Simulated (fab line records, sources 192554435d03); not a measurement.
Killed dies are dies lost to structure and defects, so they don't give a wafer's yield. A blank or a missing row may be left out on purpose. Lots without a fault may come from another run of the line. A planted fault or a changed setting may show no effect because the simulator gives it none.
Split-lot experiment | flow n5_finfet | 7 lots, 21 wafers read, on a route of 1938 steps

THE SPLIT
At N5_DUMMY_GATE_HM_DEP_06 (deposits SiNx from DCS/NH3, target thk 80 nm, time 5141 s), the setting time_s was moved away from the recipe's 5141 s on 9 of the 21 wafers read, by +10.9% to +12.7%. The other wafers ran this setting at the recipe's value.

The reading is taken at the split's own step.

THE READING
SiNx_of_DUMMY_GATE_HM_DEP_06.thk_nm (the simulator's own value, which no gauge read), in nm, at N5_DUMMY_GATE_HM_DEP_06 (deposits SiNx from DCS/NH3, target thk 80 nm, time 5141 s). The file gives no usual value for it. The 12 wafers here that ran the recipe average 80.4 nm, standard deviation 0.86 nm.

wafer  | tool, chamber at the split | time_s as run, s | against the recipe | SiNx_of_DUMMY_GATE_HM_DEP_06.thk_nm, nm | against lot-mates on the recipe
L076.1 | -, -                       | 5796             | +12.7%             | 90.6                                    | no lot-mate on the recipe
L076.2 | -, -                       | 5796             | +12.7%             | 90.8                                    | no lot-mate on the recipe
L076.5 | -, -                       | 5796             | +12.7%             | 90.4                                    | no lot-mate on the recipe
L077.4 | -, -                       | 5141             | recipe             | 80                                      | -
L077.5 | -, -                       | 5141             | recipe             | 80                                      | -
L077.6 | -, -                       | 5141             | recipe             | 80                                      | -
L082.1 | -, -                       | 5709             | +11.0%             | 88.6                                    | no lot-mate on the recipe
L082.2 | -, -                       | 5709             | +11.0%             | 88                                      | no lot-mate on the recipe
L082.5 | -, -                       | 5709             | +11.0%             | 88.8                                    | no lot-mate on the recipe
L084.2 | lpcvd-02, 0/70             | 5141             | recipe             | 81.6                                    | -
L084.5 | lpcvd-02, 0/84             | 5141             | recipe             | 81.8                                    | -
L084.6 | lpcvd-02, 0/89             | 5141             | recipe             | 82                                      | -
L089.1 | -, -                       | 5141             | recipe             | 79.8                                    | -
L089.4 | -, -                       | 5141             | recipe             | 79.8                                    | -
L089.6 | -, -                       | 5141             | recipe             | 79.8                                    | -
L093.2 | -, -                       | 5141             | recipe             | 80.2                                    | -
L093.4 | -, -                       | 5141             | recipe             | 79.4                                    | -
L093.5 | -, -                       | 5141             | recipe             | 79.8                                    | -
L094.1 | -, -                       | 5699             | +10.9%             | 89                                      | no lot-mate on the recipe
L094.4 | -, -                       | 5699             | +10.9%             | 89                                      | no lot-mate on the recipe
L094.2 | -, -                       | 5699             | +10.9%             | 89.6                                    | no lot-mate on the recipe

THE FIT
A straight line over all 21 wafers: SiNx_of_DUMMY_GATE_HM_DEP_06.thk_nm changes by +0.787 nm for each +1% of time_s; r = +0.99; the points scatter about the line by 0.76 nm.
Too few moved wafers have a lot-mate on the recipe to fit a line with each lot's own level taken away.

THE FILE'S OWN FIT
SiNx_of_DUMMY_GATE_HM_DEP_06.thk_nm changes by +0.787 nm for each +1% of time_s, r = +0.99.
